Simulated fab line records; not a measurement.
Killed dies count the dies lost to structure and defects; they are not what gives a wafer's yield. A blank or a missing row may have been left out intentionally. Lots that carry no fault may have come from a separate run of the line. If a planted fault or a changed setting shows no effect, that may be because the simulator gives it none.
Which tool is to blame? + flow nand-harc + 18 wafers from 6 lots sampled at 3 of the route's 1302 steps

== WHAT EACH GAUGE READ, for each wafer ==
NHARC_A_ONON_D1_THK_MEAS_21: measures by ellipsometry.
| lot  | measured     | on            | thk-nm (nm)               |
|------|--------------|---------------|---------------------------|
| L290 | day 9 14:19  | film-metro-01 | 1010 1009 1012            |
| L293 | day 11 12:17 | film-metro-02 | 1004 1004 1004            |
| L298 | day 13 03:12 | film-metro-01 | 991 989 989               |
| L303 | day 15 01:08 | film-metro-02 | 627 1006 626 626 1005 627 |
| L305 | day 15 22:58 | film-metro-02 | 984 985 985               |
| L309 | day 17 19:52 | film-metro-02 | 999 1001 1000             |

== WHAT TOOL EACH LOT RAN ON (gives the tool, then ch and the chambers of the sampled wafers, and finally the start) ==
| lot  | NHARC_A_ZERO_WELL_DESCUM_12        | NHARC_A_ONON_D1_DEP_19           |
|------|------------------------------------|----------------------------------|
| L290 | rie-diel-07 ch 0,2,3, day 8 05:08  | pecvd-onon-03 ch 0, day 9 13:55  |
| L293 | rie-diel-11 ch 1,2,3, day 10 03:54 | pecvd-onon-04 ch 0, day 11 11:54 |
| L298 | rie-diel-03 ch 0,1,3, day 11 21:20 | pecvd-onon-04 ch 0, day 13 02:48 |
| L303 | rie-diel-07 ch 0,1,3, day 13 18:02 | pecvd-onon-02 ch 0, day 15 00:41 |
| L305 | rie-diel-07 ch 0,1,3, day 14 13:53 | pecvd-onon-04 ch 0, day 15 22:28 |
| L309 | rie-diel-07 ch 0,1,3, day 16 07:51 | pecvd-onon-04 ch 0, day 17 19:21 |
- NHARC_A_ZERO_WELL_DESCUM_12: chemistry O2, time 3 s.
- NHARC_A_ONON_D1_DEP_19: target thk 1000 nm.

== THE ANSWER, worked out from the rows above alone ==
Rule: the usual values come from the lots themselves. The widest of any qualifying gaps counts: lots, ordered by their means at a reading, are off when they make up no more than a third of the lots, leave a main group of 4 or more, and stand apart from it by 3 or more times the standard deviation of that group's means. Not used: any main group whose means are identical at the precision the tables above print for the reading. Also off: a lot with no number at a reading for which 4 or more lots have one. Where the step has rows for the other lots, those lots are counted as sound.
Off at NHARC_A_ONON_D1_THK_MEAS_21 (thk-nm): L303. For the main group the mean is 998 nm and the standard deviation 9.4.
If a tool, at a process step before that reading, ran all the lots that are off and no sound lot after the first of them, it fits. The gauges at NHARC_A_ONON_D1_THK_MEAS_21 are tried like those tools. One candidate fits, namely pecvd-onon-02 at NHARC_A_ONON_D1_DEP_19. It ran no sound lot before its first lot that is off in this sample, so the start can't be narrowed down.

== WHAT HAD BEEN PUT IN BY THE SIMULATOR ==
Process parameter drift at NHARC_A_ONON_D1_DEP_19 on pecvd-onon-02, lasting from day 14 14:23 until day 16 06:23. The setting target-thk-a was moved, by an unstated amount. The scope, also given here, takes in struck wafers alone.
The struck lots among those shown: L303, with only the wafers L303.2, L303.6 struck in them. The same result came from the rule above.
